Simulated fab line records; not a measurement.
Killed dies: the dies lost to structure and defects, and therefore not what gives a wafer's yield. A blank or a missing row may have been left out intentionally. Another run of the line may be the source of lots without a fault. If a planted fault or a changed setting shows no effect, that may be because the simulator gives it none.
Split-lot experiment + flow n5_finfet + 21 wafers read from 7 lots, route of 1938 steps

## SPLIT DETAILS
At N5_BEOL_M11_COAT_59 (time 60 s, resist thk 100 nm), the setting spin_rpm was moved away from the recipe's 1500 rpm on 6 of the 21 wafers read, by -10.1% to -4.3%. The other wafers ran this setting at the recipe's value.

The reading is taken at the split's own step.

## THE READING
SOC_of_BEOL_M11_COAT_59.thk_nm (the simulator's own value, which no gauge read), in nm, at N5_BEOL_M11_COAT_59 (time 60 s, resist thk 100 nm). No usual value for it is given in the file. Average 100.0 nm, standard deviation 0.3 nm, over the 15 wafers here run with the recipe.

| wafer  | tool, chamber at the split | spin_rpm as run, rpm | against the recipe | SOC_of_BEOL_M11_COAT_59.thk_nm, nm | against lot-mates on the recipe |
|--------|----------------------------|----------------------|--------------------|------------------------------------|---------------------------------|
| L074.1 | litho_track-01, 0          | 1500                 | recipe             | 100.2                              | -                               |
| L074.2 | litho_track-01, 0          | 1500                 | recipe             | 100.2                              | -                               |
| L074.4 | litho_track-01, 0          | 1500                 | recipe             | 100.2                              | -                               |
| L081.2 | litho_track-02, 0          | 1500                 | recipe             | 99.6                               | -                               |
| L081.3 | litho_track-02, 0          | 1500                 | recipe             | 99.8                               | -                               |
| L081.5 | litho_track-02, 0          | 1348                 | -10.1%             | 105.2                              | +5.5                            |
| L088.2 | litho_track-01, 0          | 1436                 | -4.3%              | 102                                | no lot-mate on the recipe       |
| L088.6 | litho_track-01, 0          | 1436                 | -4.3%              | 102                                | no lot-mate on the recipe       |
| L088.3 | litho_track-01, 0          | 1436                 | -4.3%              | 102.2                              | no lot-mate on the recipe       |
| L089.2 | litho_track-02, 0          | 1500                 | recipe             | 100.4                              | -                               |
| L089.3 | litho_track-02, 0          | 1500                 | recipe             | 100.6                              | -                               |
| L089.4 | litho_track-02, 0          | 1375                 | -8.3%              | 105                                | +4.5                            |
| L091.2 | litho_track-01, 0          | 1500                 | recipe             | 99.8                               | -                               |
| L091.4 | litho_track-01, 0          | 1426                 | -4.9%              | 102.4                              | +2.5                            |
| L091.5 | litho_track-01, 0          | 1500                 | recipe             | 100                                | -                               |
| L094.1 | litho_track-02, 0          | 1500                 | recipe             | 100.2                              | -                               |
| L094.4 | litho_track-02, 0          | 1500                 | recipe             | 100.2                              | -                               |
| L094.6 | litho_track-02, 0          | 1500                 | recipe             | 100.2                              | -                               |
| L096.1 | litho_track-04, 0          | 1500                 | recipe             | 99.8                               | -                               |
| L096.4 | litho_track-04, 0          | 1500                 | recipe             | 99.6                               | -                               |
| L096.6 | litho_track-04, 0          | 1500                 | recipe             | 99.6                               | -                               |

FIT RESULTS
A straight line over all 21 wafers: SOC_of_BEOL_M11_COAT_59.thk_nm changes by -0.528 nm for each +1% of spin_rpm; r = -0.98; the points scatter about the line by 0.32 nm.
The same after taking each lot's own level away (the mean of its wafers on the recipe; 18 wafers): -0.538 nm for each +1%; r = -1.00; scatter 0.084 nm.
The reading moves by 5.5 nm for the largest change in spin_rpm, on that fit.
The span of the lots' own levels, 99.67 to 100.50 nm, comes to 2.8 times the standard deviation stated above.
Hence the lot-to-lot level has little effect on the slope; both slopes agree.
Check: +5.39 nm against its lot-mates is what the line predicts for one of the wafers moved furthest among these (-10.1%) when that wafer is left out of the fit. It came out at +5.5 nm against them.

## OTHER SPLITS ON THESE WAFERS
These wafers also went through other splits before the reading. Each is held against what the fit with the lots' levels taken away leaves over:
| other split on the same wafers    | wafers away from the commonest value | r with SOC_of_BEOL_M11_COAT_59.thk_nm (lot level and that fit taken away) |
|-----------------------------------|--------------------------------------|---------------------------------------------------------------------------|
| N5_BEOL_M7_COAT_71 spin_rpm       | 10                                   | +0.17                                                                     |
| N5_BEOL_M7_DESCUM_33 time_s       | 5                                    | -0.03                                                                     |
| N5_BEOL_M8_TRENCH_ETCH_37 time_s  | 6                                    | +0.11                                                                     |
| N5_BEOL_M9_COAT_05 spin_rpm       | 4                                    | -0.56                                                                     |
| N5_BEOL_M10_VIA_ETCH_34 source_w  | 7                                    | -0.35                                                                     |
| N5_BEOL_M10_TRENCH_ETCH_37 bias_w | 6                                    | -0.42                                                                     |

## THE FILE'S OWN FIT
SOC_of_BEOL_M11_COAT_59.thk_nm changes by -0.537 nm for each +1% of spin_rpm, r = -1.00.
